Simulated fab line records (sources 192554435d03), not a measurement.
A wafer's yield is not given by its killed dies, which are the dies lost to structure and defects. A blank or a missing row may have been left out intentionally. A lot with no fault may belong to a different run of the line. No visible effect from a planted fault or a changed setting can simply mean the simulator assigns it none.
fab line records + flow n5_finfet
[record]
- lots = 7
- wafers = 21
route steps=1938 shown BEOL_M2@870 BEOL_M3@938 BEOL_M4@1047
start_h: start of the lot's first displayed wafer, in hours after the record's first day + wait_h: hours from the lot's prior step to this one + " same as the row above + L1.1+2: a single row standing in for several wafers + - either no value or no given start + * or withheld: withheld + < > ~ a bound
route shown NAME@n: NAME is a module with steps in the file, n the number in the route of the first one + usual: mean and standard deviation over wafers with no fault + same: alike in all rows + chamber/n: place in a boat + sites: readings site by site + _std_site: the values' standard deviation + _edge_site: outer sites' mean less inner sites' + radius_mm: for every site, how far away it sits from the centre of the wafer + mask NAME#n: copy n + behind: the tool/chamber that last shaped the wafer + hold: reason for holding the lot/hours on hold/outcome of the hold + device: the transistor (n, p or np) that didn't switch + end of line: the same wafers' tests at the end of the route + where a step has no rows: the recipe by itself + killed: dies that structure and defects cost at the first sort, which is not the same as the wafer's yield + map: dies across one wafer; x = killed, . = not, _ = none there
set.NAME: the run value of the setting; set.NAME@STEP: its run value at that earlier step + model.NAME: the simulator's own value behind a step, which no gauge read
lots run with intentionally changed settings; tables by step, rows by wafer
[[steps]]
[step N5_BEOL_M2_COAT_22]
[recipe]
- resist = CAR-EUV
- spin_rpm = 1500
- resist_thk_nm = 30
| lot.wafer  | tool           | chamber | start_h | wait_h | set.spin_rpm | model.CAR-EUV_of_BEOL_M2_COAT_22.thk_nm |
|------------|----------------|---------|---------|--------|--------------|-----------------------------------------|
| L080.1+3+5 | litho_track-02 | 0       | -       | -      | 1500         | 30                                      |
| L083.4+5+6 | litho_track-04 | 0       | -       | -      | 1500         | 30                                      |
| L086.4+6   | litho_track-01 | 0       | -       | -      | 1591         | 29.2                                    |
| L086.5     | "              | 0       | "       | "      | 1500         | 30.2                                    |
| L090.2+3+4 | litho_track-01 | 0       | -       | -      | 1500         | 30                                      |
| L093.1+2+5 | litho_track-04 | 0       | -       | -      | 1500         | 30                                      |
| L096.1+3   | litho_track-04 | 0       | -       | -      | 1590         | 29.2                                    |
| L096.2     | "              | 0       | "       | "      | 1500         | 30                                      |
| L097.3     | litho_track-01 | 0       | -       | -      | 1662         | 28.6                                    |
| L097.4     | "              | 0       | "       | "      | 1500         | 29.8                                    |
| L097.5     | "              | 0       | "       | "      | 1500         | 30                                      |
[step N5_BEOL_M2_EXPOSE_25]
[recipe]
- mask_id = V1
- na = 0.33
- source_shape = quasar
- sigma_inner = 0.2
- sigma_outer = 0.8
- polarization = unpolarized
- defocus_nm = 5
- dose_mj = 63
| lot.wafer  | tool           | chamber | start_h | wait_h | mask | set.dose_mj |
|------------|----------------|---------|---------|--------|------|-------------|
| L080.1+3+5 | euv_scanner-02 | 0       | 171.88  | -      | V1#0 | 63          |
| L083.4+5+6 | euv_scanner-02 | 0       | 190.93  | -      | V1#0 | 63          |
| L086.4+5+6 | euv_scanner-01 | 0       | 211.02  | -      | V1#0 | 63          |
| L090.2+3   | euv_scanner-01 | 0       | 229.28  | -      | V1#0 | 66.36       |
| L090.4     | "              | 0       | "       | "      | V1#0 | 63          |
| L093.1+2+5 | euv_scanner-02 | 0       | 247.89  | -      | V1#0 | 63          |
| L096.1+2   | euv_scanner-01 | 0       | 270.32  | -      | V1#0 | 64.2        |
| L096.3     | "              | 0       | "       | "      | V1#0 | 63          |
| L097.3+4+5 | euv_scanner-02 | 0       | 285.01  | -      | V1#0 | 63          |
[step N5_BEOL_M2_PEB_26]
[recipe]
- peb_temp_c = 100
- peb_time_s = 60
- resist = CAR-EUV
[step N5_BEOL_M2_DEVELOP_27]
[recipe]
- develop_time_s = 30
- developer = TMAH
- resist = CAR-EUV
- rinse_liquid = surfactant_rinse
- dry = air_spin
- dev_temp_c = 23
| lot.wafer  | tool           | chamber | start_h | wait_h | set.spin_rpm@BEOL_M2_COAT_22 | model.CAR-EUV_of_BEOL_M2_COAT_22.thk_nm |
|------------|----------------|---------|---------|--------|------------------------------|-----------------------------------------|
| L080.1+3+5 | litho_track-04 | 0       | -       | -      | 1500                         | 29.6                                    |
| L083.4+5+6 | litho_track-01 | 0       | -       | -      | 1500                         | 29.6                                    |
| L086.4+6   | litho_track-02 | 0       | -       | -      | 1591                         | 28.8                                    |
| L086.5     | "              | 0       | "       | "      | 1500                         | 29.8                                    |
| L090.2     | litho_track-01 | 0       | -       | -      | 1500                         | 29.6                                    |
| L090.3+4   | "              | 0       | "       | "      | 1500                         | 29.4                                    |
| L093.1+2+5 | litho_track-04 | 0       | -       | -      | 1500                         | 29.6                                    |
| L096.1+3   | litho_track-01 | 0       | -       | -      | 1590                         | 28.6                                    |
| L096.2     | "              | 0       | "       | "      | 1500                         | 29.6                                    |
| L097.3     | litho_track-02 | 0       | -       | -      | 1662                         | 28                                      |
| L097.4     | "              | 0       | "       | "      | 1500                         | 29.4                                    |
| L097.5     | "              | 0       | "       | "      | 1500                         | 29.6                                    |
[step N5_BEOL_M3_COAT_05]
[recipe]
- resist = CAR-EUV
- spin_rpm = 1500
- resist_thk_nm = 30
| lot.wafer | tool           | chamber | start_h | wait_h | set.spin_rpm | model.CAR-EUV_of_BEOL_M3_COAT_05.thk_nm |
|-----------|----------------|---------|---------|--------|--------------|-----------------------------------------|
| L080.1    | litho_track-05 | 0       | -       | -      | 1500         | 30                                      |
| L080.3    | "              | 0       | "       | "      | 1552         | 29.6                                    |
| L080.5    | "              | 0       | "       | "      | 1500         | 30.2                                    |
| L083.4    | litho_track-03 | 0       | -       | -      | 1500         | 30.2                                    |
| L083.5+6  | "              | 0       | "       | "      | 1500         | 30                                      |
| L086.4    | litho_track-03 | 0       | -       | -      | 1569         | 29.4                                    |
| L086.5    | "              | 0       | "       | "      | 1569         | 29.2                                    |
| L086.6    | "              | 0       | "       | "      | 1500         | 30                                      |
| L090.2    | litho_track-05 | 0       | -       | -      | 1418         | 31                                      |
| L090.3    | "              | 0       | "       | "      | 1500         | 30                                      |
| L090.4    | "              | 0       | "       | "      | 1418         | 30.8                                    |
| L093.1    | litho_track-05 | 0       | -       | -      | 1607         | 28.8                                    |
| L093.2    | "              | 0       | "       | "      | 1607         | 29                                      |
| L093.5    | "              | 0       | "       | "      | 1500         | 30                                      |
| L096.1+3  | litho_track-02 | 0       | -       | -      | 1500         | 30                                      |
| L096.2    | "              | 0       | "       | "      | 1500         | 30.2                                    |
| L097.3    | litho_track-02 | 0       | -       | -      | 1500         | 30.2                                    |
| L097.4    | "              | 0       | "       | "      | 1614         | 29                                      |
| L097.5    | "              | 0       | "       | "      | 1500         | 30                                      |
[step N5_BEOL_M3_EBR_07]
[recipe]
- solvent = PGMEA
- ebr_width_mm = 1.5
[step N5_BEOL_M3_SOFTBAKE_06]
[recipe]
- temp_c = 110
- time_s = 60
- resist = CAR-EUV
[step N5_BEOL_M3_EXPOSE_08]
[recipe]
- mask_id = M3
- na = 0.33
- source_shape = dipole
- sigma_inner = 0.369
- sigma_outer = 0.767
- polarization = unpolarized
- dose_mj = 33
[step N5_BEOL_M3_PEB_09]
[recipe]
- peb_temp_c = 100
- peb_time_s = 60
- resist = CAR-EUV
[step N5_BEOL_M3_DEVELOP_10]
[recipe]
- develop_time_s = 30
- developer = TMAH
- resist = CAR-EUV
- rinse_liquid = surfactant_rinse
- dry = air_spin
- dev_temp_c = 23
| lot.wafer  | tool           | chamber | start_h | wait_h | set.spin_rpm@BEOL_M3_COAT_05 | model.CAR-EUV_of_BEOL_M3_COAT_05.thk_nm |
|------------|----------------|---------|---------|--------|------------------------------|-----------------------------------------|
| L080.1+5   | litho_track-03 | 0       | -       | -      | 1500                         | 29.6                                    |
| L080.3     | "              | 0       | "       | "      | 1552                         | 29.2                                    |
| L083.4+5+6 | litho_track-05 | 0       | -       | -      | 1500                         | 29.6                                    |
| L086.4+5   | litho_track-03 | 0       | -       | -      | 1569                         | 28.8                                    |
| L086.6     | "              | 0       | "       | "      | 1500                         | 29.4                                    |
| L090.2+4   | litho_track-05 | 0       | -       | -      | 1418                         | 30.4                                    |
| L090.3     | "              | 0       | "       | "      | 1500                         | 29.6                                    |
| L093.1+2   | litho_track-03 | 0       | -       | -      | 1607                         | 28.4                                    |
| L093.5     | "              | 0       | "       | "      | 1500                         | 29.4                                    |
| L096.1+3   | litho_track-03 | 0       | -       | -      | 1500                         | 29.6                                    |
| L096.2     | "              | 0       | "       | "      | 1500                         | 29.8                                    |
| L097.3     | litho_track-02 | 0       | -       | -      | 1500                         | 29.8                                    |
| L097.4     | "              | 0       | "       | "      | 1614                         | 28.6                                    |
| L097.5     | "              | 0       | "       | "      | 1500                         | 29.6                                    |
[step N5_BEOL_M3_EXPOSE_25]
[recipe]
- mask_id = V2
- na = 0.33
- source_shape = quasar
- sigma_inner = 0.2
- sigma_outer = 0.8
- polarization = unpolarized
- defocus_nm = 5
- dose_mj = 63
| lot.wafer  | tool           | chamber | start_h | wait_h | mask | set.dose_mj |
|------------|----------------|---------|---------|--------|------|-------------|
| L080.1+5   | euv_scanner-02 | 0       | 181.54  | -      | V2#0 | 63          |
| L080.3     | "              | 0       | "       | "      | V2#0 | 58.68       |
| L083.4+5+6 | euv_scanner-01 | 0       | 199.97  | -      | V2#0 | 63          |
| L086.4+5   | euv_scanner-02 | 0       | 221.56  | -      | V2#0 | 59.66       |
| L086.6     | "              | 0       | "       | "      | V2#0 | 63          |
| L090.2+3+4 | euv_scanner-02 | 0       | 240.85  | -      | V2#0 | 63          |
| L093.1+2   | euv_scanner-01 | 0       | 257.28  | -      | V2#0 | 66.37       |
| L093.5     | "              | 0       | "       | "      | V2#0 | 63          |
| L096.1+2+3 | euv_scanner-02 | 0       | 282.26  | -      | V2#0 | 63          |
| L097.3+4   | euv_scanner-02 | 0       | 304.37  | -      | V2#0 | 63          |
| L097.5     | "              | 0       | "       | "      | V2#0 | 61.4        |
[step N5_BEOL_M3_PEB_26]
[recipe]
- peb_temp_c = 100
- peb_time_s = 60
- resist = CAR-EUV
[step N5_BEOL_M3_DEVELOP_27]
[recipe]
- develop_time_s = 30
- developer = TMAH
- resist = CAR-EUV
- rinse_liquid = surfactant_rinse
- dry = air_spin
- dev_temp_c = 23
[step N5_BEOL_M3_CD_MEAS_28]
[recipe]
- target_cd_nm = 25.7
- landing_energy_ev = 500
- detector = se_inlens
- target_cd_y_nm = 23.3
- polarity = opening
[usual]
- cd_nm = 25.68/0.22
| lot.wafer | tool      | chamber | start_h | wait_h | set.dose_mj@BEOL_M3_EXPOSE_25 | cd_nm |
|-----------|-----------|---------|---------|--------|-------------------------------|-------|
| L080.1    | cd_sem-03 | 0       | 181.68  | -      | 63                            | 25.58 |
| L080.3    | "         | 0       | "       | "      | 58.68                         | 24.19 |
| L080.5    | "         | 0       | "       | "      | 63                            | 25.45 |
| L083.4    | cd_sem-02 | 0       | 200.09  | -      | 63                            | 25.59 |
| L083.5    | "         | 0       | "       | "      | 63                            | 25.56 |
| L083.6    | "         | 0       | "       | "      | 63                            | 25.69 |
| L086.4    | cd_sem-03 | 0       | 221.69  | -      | 59.66                         | 24.58 |
| L086.5    | "         | 0       | "       | "      | 59.66                         | 25.02 |
| L086.6    | "         | 0       | "       | "      | 63                            | 26.02 |
| L090.2    | cd_sem-03 | 0       | 240.98  | -      | 63                            | 25.33 |
| L090.3    | "         | 0       | "       | "      | 63                            | 25.51 |
| L090.4    | "         | 0       | "       | "      | 63                            | 25.30 |
| L093.1    | cd_sem-02 | 0       | 257.42  | -      | 66.37                         | 26.49 |
| L093.2    | "         | 0       | "       | "      | 66.37                         | 26.70 |
| L093.5    | "         | 0       | "       | "      | 63                            | 25.26 |
| L096.1    | cd_sem-03 | 0       | 282.41  | -      | 63                            | 25.92 |
| L096.2    | "         | 0       | "       | "      | 63                            | 25.58 |
| L096.3    | "         | 0       | "       | "      | 63                            | 25.62 |
| L097.3    | cd_sem-03 | 0       | 304.50  | -      | 63                            | 25.60 |
| L097.4    | "         | 0       | "       | "      | 63                            | 25.80 |
| L097.5    | "         | 0       | "       | "      | 61.4                          | 25.06 |
[step N5_BEOL_M3_ETCH_70]
[recipe]
- chemistry = N2/H2
- target = SOC
- target_depth_a = 800
- overetch_a = 160
- mask_material = SiARC
- temp_c = 40
- time_s = 120
- ion_energy_ev = 200
- pressure_mtorr = 30
- source_w = 840
- bias_w = 150
- n2_flow_sccm = 200
- h2_flow_sccm = 200
[usual]
- rf_vpp_V = 523.0/2.4
| lot.wafer | tool        | chamber | start_h | wait_h | set.bias_w | rf_vpp_V |
|-----------|-------------|---------|---------|--------|------------|----------|
| L080.1    | rie_diel-02 | 0       | 182.10  | 0.0    | 161.1      | 548.5    |
| L080.3    | "           | 2       | "       | "      | 150        | 523.0    |
| L080.5    | "           | 1       | "       | "      | 150        | 519.6    |
| L083.4    | rie_diel-04 | 2       | 200.70  | 0.0    | 150        | 524.4    |
| L083.5    | "           | 0       | "       | "      | 150        | 522.0    |
| L083.6    | "           | 3       | "       | "      | 150        | 523.1    |
| L086.4    | rie_diel-04 | 1       | 222.78  | 0.0    | 150        | 527.1    |
| L086.5    | "           | 2       | "       | "      | 132.4      | 482.7    |
| L086.6    | "           | 1       | "       | "      | 150        | 528.3    |
| L090.2    | rie_diel-03 | 3       | 242.75  | 0.0    | 150        | 520.5    |
| L090.3    | "           | 0       | "       | "      | 150        | 520.2    |
| L090.4    | "           | 2       | "       | "      | 150        | 520.7    |
| L093.1    | rie_diel-02 | 0       | 258.89  | 0.0    | 150        | 523.8    |
| L093.2    | "           | 2       | "       | "      | 150        | 523.5    |
| L093.5    | "           | 3       | "       | "      | 150        | 525.6    |
| L096.1    | rie_diel-04 | 0       | 284.35  | 0.0    | 150        | 524.3    |
| L096.2    | "           | 3       | "       | "      | 150        | 521.9    |
| L096.3    | "           | 1       | "       | "      | 150        | 526.9    |
| L097.3    | rie_diel-04 | 1       | 305.66  | 0.0    | 150        | 524.8    |
| L097.4    | "           | 1       | "       | "      | 150        | 527.3    |
| L097.5    | "           | 2       | "       | "      | 150        | 522.6    |
[step N5_BEOL_M4_COAT_67]
[recipe]
- resist = SOC
- temp_c = 250
- time_s = 60
- spin_rpm = 1500
- resist_thk_nm = 60
| lot.wafer  | tool           | chamber | start_h | wait_h | set.spin_rpm | model.SOC_of_BEOL_M4_COAT_67.thk_nm |
|------------|----------------|---------|---------|--------|--------------|-------------------------------------|
| L080.1     | litho_track-01 | 0       | 191.69  | 0.0    | 1424         | 61.8                                |
| L080.3     | "              | 0       | "       | "      | 1500         | 60                                  |
| L080.5     | "              | 0       | "       | "      | 1424         | 61.6                                |
| L083.4     | litho_track-04 | 0       | 209.76  | 0.0    | 1500         | 60.4                                |
| L083.5+6   | "              | 0       | "       | "      | 1500         | 60.2                                |
| L086.4+5   | litho_track-01 | 0       | 231.34  | 0.0    | 1400         | 62.2                                |
| L086.6     | "              | 0       | "       | "      | 1400         | 62.4                                |
| L090.2+4   | litho_track-05 | 0       | 248.84  | 0.0    | 1398         | 62.4                                |
| L090.3     | "              | 0       | "       | "      | 1500         | 60.2                                |
| L093.1     | litho_track-04 | 0       | 267.52  | 0.0    | 1500         | 60.2                                |
| L093.2     | "              | 0       | "       | "      | 1379         | 62.8                                |
| L093.5     | "              | 0       | "       | "      | 1500         | 60                                  |
| L096.1+2+3 | litho_track-05 | 0       | 291.89  | 0.0    | 1500         | 60.2                                |
| L097.3+5   | litho_track-04 | 0       | 312.68  | 0.0    | 1500         | 60                                  |
| L097.4     | "              | 0       | "       | "      | 1500         | 59.8                                |
[step N5_BEOL_M4_DESCUM_33]
[recipe]
- chemistry = O2
- time_s = 7
- source_power_w = 50
- bias_power_w = 20
- pressure_mtorr = 20
- rf_frequency_hz = 2.712e+07
- temp_c = 40
- resist = CAR-EUV
- o2_flow_sccm = 225
| lot.wafer  | tool        | chamber | start_h | wait_h | set.time_s | model.CAR-EUV_of_BEOL_M4_COAT_22.thk_nm |
|------------|-------------|---------|---------|--------|------------|-----------------------------------------|
| L080.1     | rie_diel-05 | 1       | 192.09  | 0.0    | 7          | 25.8                                    |
| L080.3     | "           | 2       | "       | "      | 7.62       | 25.6                                    |
| L080.5     | "           | 3       | "       | "      | 7.62       | 25.8                                    |
| L083.4+5+6 | rie_diel-01 | 1,3,0   | 210.16  | 0.0    | 7          | 26                                      |
| L086.4     | rie_diel-01 | 1       | 231.87  | 0.0    | 6.286      | 26.4                                    |
| L086.5+6   | "           | 1,0     | "       | "      | 7          | 26                                      |
| L090.2     | rie_diel-05 | 0       | 249.48  | 0.3    | 5.898      | 26.8                                    |
| L090.3     | "           | 3       | "       | "      | 7          | 26.2                                    |
| L090.4     | "           | 1       | "       | "      | 7          | 26                                      |
| L093.1+2+5 | rie_diel-01 | 3,0,2   | 268.05  | 0.0    | 7          | 26                                      |
| L096.1     | rie_diel-05 | 1       | 292.42  | 0.0    | 7          | 26                                      |
| L096.2     | "           | 0       | "       | "      | 7.579      | 25.6                                    |
| L096.3     | "           | 2       | "       | "      | 7          | 25.8                                    |
| L097.3+4   | rie_diel-05 | 3,0     | 313.19  | 0.1    | 7          | 26                                      |
| L097.5     | "           | 1       | "       | "      | 7.717      | 25.6                                    |
[step N5_BEOL_M4_ETCH_77]
[recipe]
- chemistry = N2/H2
- target = underlayer
- target_depth_a = 65
- mask_material = CAR-EUV
- time_s = 5.2
- ion_energy_ev = 200
- pressure_mtorr = 30
- source_w = 840
- bias_w = 150
- n2_flow_sccm = 200
- h2_flow_sccm = 200
- ends = cleared
| lot.wafer | tool        | chamber | start_h | wait_h | set.time_s@BEOL_M4_DESCUM_33 | model.CAR-EUV_of_BEOL_M4_COAT_22.thk_nm |
|-----------|-------------|---------|---------|--------|------------------------------|-----------------------------------------|
| L080.1    | rie_diel-05 | 1       | 192.13  | 0.0    | 7                            | 20.2                                    |
| L080.3    | "           | 2       | "       | "      | 7.62                         | 19.8                                    |
| L080.5    | "           | 3       | "       | "      | 7.62                         | 20                                      |
| L083.4+6  | rie_diel-01 | 1,0     | 210.20  | 0.0    | 7                            | 20.2                                    |
| L083.5    | "           | 3       | "       | "      | 7                            | 20.4                                    |
| L086.4    | rie_diel-01 | 1       | 231.90  | 0.0    | 6.286                        | 20.6                                    |
| L086.5+6  | "           | 1,0     | "       | "      | 7                            | 20.2                                    |
| L090.2    | rie_diel-05 | 0       | 249.52  | 0.0    | 5.898                        | 21                                      |
| L090.3+4  | "           | 3,1     | "       | "      | 7                            | 20.4                                    |
| L093.1+5  | rie_diel-01 | 3,2     | 268.09  | 0.0    | 7                            | 20.4                                    |
| L093.2    | "           | 0       | "       | "      | 7                            | 20.2                                    |
| L096.1+3  | rie_diel-05 | 1,2     | 292.45  | 0.0    | 7                            | 20.2                                    |
| L096.2    | "           | 0       | "       | "      | 7.579                        | 19.8                                    |
| L097.3    | rie_diel-05 | 3       | 313.22  | 0.0    | 7                            | 20.2                                    |
| L097.4    | "           | 0       | "       | "      | 7                            | 20.4                                    |
| L097.5    | "           | 1       | "       | "      | 7.717                        | 19.8                                    |
[step N5_BEOL_M4_ETCH_69]
[recipe]
- chemistry = CF4
- target = SiARC
- target_depth_a = 156
- mask_material = CAR-EUV
- time_s = 26
- ion_energy_ev = 80
- pressure_mtorr = 40
- source_w = 545
- bias_w = 36
- Ar_flow_sccm = 100
- cf4_flow_sccm = 100
- ends = cleared
| lot.wafer | tool        | chamber | start_h | wait_h | set.time_s@BEOL_M4_DESCUM_33 | model.CAR-EUV_of_BEOL_M4_COAT_22.thk_nm |
|-----------|-------------|---------|---------|--------|------------------------------|-----------------------------------------|
| L080.1    | rie_diel-05 | 1       | 192.14  | 0.0    | 7                            | 11                                      |
| L080.3    | "           | 2       | "       | "      | 7.62                         | 10.6                                    |
| L080.5    | "           | 3       | "       | "      | 7.62                         | 10.8                                    |
| L083.4+6  | rie_diel-01 | 1,0     | 210.21  | 0.0    | 7                            | 11                                      |
| L083.5    | "           | 3       | "       | "      | 7                            | 11.2                                    |
| L086.4    | rie_diel-01 | 1       | 231.92  | 0.0    | 6.286                        | 11.4                                    |
| L086.5+6  | "           | 1,0     | "       | "      | 7                            | 11                                      |
| L090.2    | rie_diel-05 | 0       | 249.53  | 0.0    | 5.898                        | 11.8                                    |
| L090.3+4  | "           | 3,1     | "       | "      | 7                            | 11.2                                    |
| L093.1+5  | rie_diel-01 | 3,2     | 268.11  | 0.0    | 7                            | 11.2                                    |
| L093.2    | "           | 0       | "       | "      | 7                            | 11                                      |
| L096.1    | rie_diel-05 | 1       | 292.47  | 0.0    | 7                            | 11.2                                    |
| L096.2    | "           | 0       | "       | "      | 7.579                        | 10.6                                    |
| L096.3    | "           | 2       | "       | "      | 7                            | 11                                      |
| L097.3    | rie_diel-05 | 3       | 313.24  | 0.0    | 7                            | 11                                      |
| L097.4    | "           | 0       | "       | "      | 7                            | 11.2                                    |
| L097.5    | "           | 1       | "       | "      | 7.717                        | 10.6                                    |
[step N5_BEOL_M4_ALD_98]
[recipe]
- material = SiO2
- target_thk_a = 25
- temp_c = 100
- ald_precursor_family = BDEAS
- ald_co_reactant = O2-plasma
- pulse_time_s = 1
- co_reactant_pulse_time_s = 1
- purge_time_s = 2
- co_reactant_purge_time_s = 2
- ald_cycles = 17
- pressure_torr = 2
[step N5_BEOL_M4_ETCHBACK_99]
[recipe]
- chemistry = CHF3
- target = SiO2
- target_depth_a = 50
- time_s = 10.4
- source_w = 215
- bias_w = 47
- Ar_flow_sccm = 200
- CHF3_flow_sccm = 12
- ion_energy_ev = 100
- pressure_mtorr = 30
| lot.wafer  | tool        | chamber | start_h | wait_h | set.time_s@BEOL_M4_DESCUM_33 | model.CAR-EUV_of_BEOL_M4_COAT_22.thk_nm |
|------------|-------------|---------|---------|--------|------------------------------|-----------------------------------------|
| L080.1     | rie_diel-05 | 2       | 192.35  | 0.1    | 7                            | 10.2                                    |
| L080.3+5   | "           | 3,2     | "       | "      | 7.62                         | 10                                      |
| L083.4+5+6 | rie_diel-05 | 1,1,0   | 210.79  | 0.1    | 7                            | 10.4                                    |
| L086.4     | rie_diel-05 | 0       | 234.67  | 2.6    | 6.286                        | 10.8                                    |
| L086.5     | "           | 0       | "       | "      | 7                            | 10.4                                    |
| L086.6     | "           | 1       | "       | "      | 7                            | 10.2                                    |
| L090.2     | rie_diel-05 | 3       | 255.67  | 5.8    | 5.898                        | 11                                      |
| L090.3     | "           | 1       | "       | "      | 7                            | 10.6                                    |
| L090.4     | "           | 2       | "       | "      | 7                            | 10.4                                    |
| L093.1+2+5 | rie_diel-01 | 2,0,3   | 270.88  | 2.6    | 7                            | 10.4                                    |
| L096.1     | rie_diel-05 | 3       | 302.74  | 10.1   | 7                            | 10.4                                    |
| L096.2     | "           | 0       | "       | "      | 7.579                        | 9.8                                     |
| L096.3     | "           | 2       | "       | "      | 7                            | 10.2                                    |
| L097.3+4   | rie_diel-06 | 3,1     | 314.26  | 0.3    | 7                            | 10.4                                    |
| L097.5     | "           | 0       | "       | "      | 7.717                        | 10                                      |
[step N5_BEOL_M4_ETCH_70]
[recipe]
- chemistry = N2/H2
- target = SOC
- target_depth_a = 800
- overetch_a = 240
- mask_material = SiARC
- temp_c = 40
- time_s = 130
- ion_energy_ev = 200
- pressure_mtorr = 30
- source_w = 840
- bias_w = 150
- n2_flow_sccm = 200
- h2_flow_sccm = 200
| lot.wafer | tool        | chamber | start_h | wait_h | set.spin_rpm@BEOL_M4_COAT_67 | model.etch.depth_nm |
|-----------|-------------|---------|---------|--------|------------------------------|---------------------|
| L080.1    | rie_diel-05 | 2       | 192.38  | 0.0    | 1424                         | 61.71               |
| L080.3    | "           | 3       | "       | "      | 1500                         | 60.08               |
| L080.5    | "           | 2       | "       | "      | 1424                         | 61.62               |
| L083.4    | rie_diel-05 | 1       | 210.83  | 0.0    | 1500                         | 60.3                |
| L083.5    | "           | 1       | "       | "      | 1500                         | 60.25               |
| L083.6    | "           | 0       | "       | "      | 1500                         | 60.17               |
| L086.4    | rie_diel-05 | 0       | 234.71  | 0.0    | 1400                         | 62.19               |
| L086.5    | "           | 0       | "       | "      | 1400                         | 62.25               |
| L086.6    | "           | 1       | "       | "      | 1400                         | 62.35               |
| L090.2    | rie_diel-05 | 3       | 255.70  | 0.0    | 1398                         | 62.31               |
| L090.3    | "           | 1       | "       | "      | 1500                         | 60.17               |
| L090.4    | "           | 2       | "       | "      | 1398                         | 62.46               |
| L093.1    | rie_diel-01 | 2       | 270.91  | 0.0    | 1500                         | 60.18               |
| L093.2    | "           | 0       | "       | "      | 1379                         | 62.75               |
| L093.5    | "           | 3       | "       | "      | 1500                         | 59.92               |
| L096.1    | rie_diel-05 | 3       | 302.77  | 0.0    | 1500                         | 60.11               |
| L096.2    | "           | 0       | "       | "      | 1500                         | 60.22               |
| L096.3    | "           | 2       | "       | "      | 1500                         | 60.15               |
| L097.3    | rie_diel-06 | 3       | 314.30  | 0.0    | 1500                         | 60.08               |
| L097.4    | "           | 1       | "       | "      | 1500                         | 59.88               |
| L097.5    | "           | 0       | "       | "      | 1500                         | 60.01               |
[step N5_BEOL_M4_STRIP_71]
[recipe]
- chemistry = N2/H2
- temp_c = 40
- n2_flow_sccm = 200
- h2_flow_sccm = 200
- rf_frequency_hz = 6e+07
[step N5_BEOL_M4_STRIP_78]
[recipe]
- chemistry = N2/H2
- temp_c = 40
- n2_flow_sccm = 200
- h2_flow_sccm = 200
- rf_frequency_hz = 6e+07
[step N5_BEOL_M4_VIA_ETCH_34]
[recipe]
- chemistry = C4F6/O2
- target_depth_a = 694
- mask_material = SOC
- pressure_mtorr = 15
- ion_energy_ev = 250
- taper_deg = 4
- time_s = 65.9
- source_w = 350
- bias_w = 170
- Ar_flow_sccm = 300
- C4F6_flow_sccm = 10
- O2_flow_sccm = 10
| lot.wafer  | tool        | chamber | start_h | wait_h | set.spin_rpm@BEOL_M4_COAT_67 | model.SOC_of_BEOL_M4_COAT_67.thk_nm |
|------------|-------------|---------|---------|--------|------------------------------|-------------------------------------|
| L080.1     | rie_diel-05 | 2       | 192.49  | 0.0    | 1424                         | 53.6                                |
| L080.3     | "           | 3       | "       | "      | 1500                         | 51.8                                |
| L080.5     | "           | 2       | "       | "      | 1424                         | 53.4                                |
| L083.4+5+6 | rie_diel-05 | 1,1,0   | 210.93  | 0.0    | 1500                         | 52                                  |
| L086.4+6   | rie_diel-05 | 0,1     | 234.81  | 0.0    | 1400                         | 54                                  |
| L086.5     | "           | 0       | "       | "      | 1400                         | 54.2                                |
| L090.2     | rie_diel-05 | 3       | 255.81  | 0.0    | 1398                         | 54                                  |
| L090.3     | "           | 1       | "       | "      | 1500                         | 51.8                                |
| L090.4     | "           | 2       | "       | "      | 1398                         | 54.2                                |
| L093.1     | rie_diel-01 | 2       | 271.02  | 0.0    | 1500                         | 52                                  |
| L093.2     | "           | 0       | "       | "      | 1379                         | 54.4                                |
| L093.5     | "           | 3       | "       | "      | 1500                         | 51.8                                |
| L096.1+3   | rie_diel-05 | 3,2     | 302.88  | 0.0    | 1500                         | 51.8                                |
| L096.2     | "           | 0       | "       | "      | 1500                         | 52                                  |
| L097.3+4+5 | rie_diel-06 | 3,1,0   | 314.41  | 0.0    | 1500                         | 51.8                                |
[[key]]
[split]
- step = N5_BEOL_M2_COAT_22
- setting = spin_rpm
- stated = 1500
- by = wafer
[response]
- step = N5_BEOL_M2_COAT_22
- reading = model.CAR-EUV_of_BEOL_M2_COAT_22.thk_nm
- change = -0.131
- per = 1%
- r = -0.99
[response]
- step = N5_BEOL_M2_DEVELOP_27
- reading = model.CAR-EUV_of_BEOL_M2_COAT_22.thk_nm
- change = -0.149
- per = 1%
- r = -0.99
[split]
- step = N5_BEOL_M2_EXPOSE_25
- setting = dose_mj
- stated = 63
- by = wafer
response none clear
[split]
- step = N5_BEOL_M3_COAT_05
- setting = spin_rpm
- stated = 1500
- by = wafer
[response]
- step = N5_BEOL_M3_COAT_05
- reading = model.CAR-EUV_of_BEOL_M3_COAT_05.thk_nm
- change = -0.152
- per = 1%
- r = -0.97
[response]
- step = N5_BEOL_M3_DEVELOP_10
- reading = model.CAR-EUV_of_BEOL_M3_COAT_05.thk_nm
- change = -0.14
- per = 1%
- r = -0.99
[split]
- step = N5_BEOL_M3_EXPOSE_25
- setting = dose_mj
- stated = 63
- by = wafer
[response]
- step = N5_BEOL_M3_CD_MEAS_28
- reading = cd_nm
- change = +0.22
- per = 1%
- r = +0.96
[split]
- step = N5_BEOL_M3_ETCH_70
- setting = bias_w
- stated = 150
- by = wafer
[response]
- step = N5_BEOL_M3_ETCH_70
- reading = rf_vpp_V
- change = +3.79
- per = 1%
- r = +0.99
[split]
- step = N5_BEOL_M4_COAT_67
- setting = spin_rpm
- stated = 1500
- by = wafer
[response]
- step = N5_BEOL_M4_COAT_67
- reading = model.SOC_of_BEOL_M4_COAT_67.thk_nm
- change = -0.331
- per = 1%
- r = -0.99
[response]
- step = N5_BEOL_M4_ETCH_70
- reading = model.etch.depth_nm
- change = -0.328
- per = 1%
- r = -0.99
[response]
- step = N5_BEOL_M4_VIA_ETCH_34
- reading = model.SOC_of_BEOL_M4_COAT_67.thk_nm
- change = -0.324
- per = 1%
- r = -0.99
[split]
- step = N5_BEOL_M4_DESCUM_33
- setting = time_s
- stated = 7
- by = wafer
[response]
- step = N5_BEOL_M4_DESCUM_33
- reading = model.CAR-EUV_of_BEOL_M4_COAT_22.thk_nm
- change = -0.0374
- per = 1%
- r = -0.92
[response]
- step = N5_BEOL_M4_ETCH_77
- reading = model.CAR-EUV_of_BEOL_M4_COAT_22.thk_nm
- change = -0.0408
- per = 1%
- r = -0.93
[response]
- step = N5_BEOL_M4_ETCH_69
- reading = model.CAR-EUV_of_BEOL_M4_COAT_22.thk_nm
- change = -0.0421
- per = 1%
- r = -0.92
[response]
- step = N5_BEOL_M4_ETCHBACK_99
- reading = model.CAR-EUV_of_BEOL_M4_COAT_22.thk_nm
- change = -0.0381
- per = 1%
- r = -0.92
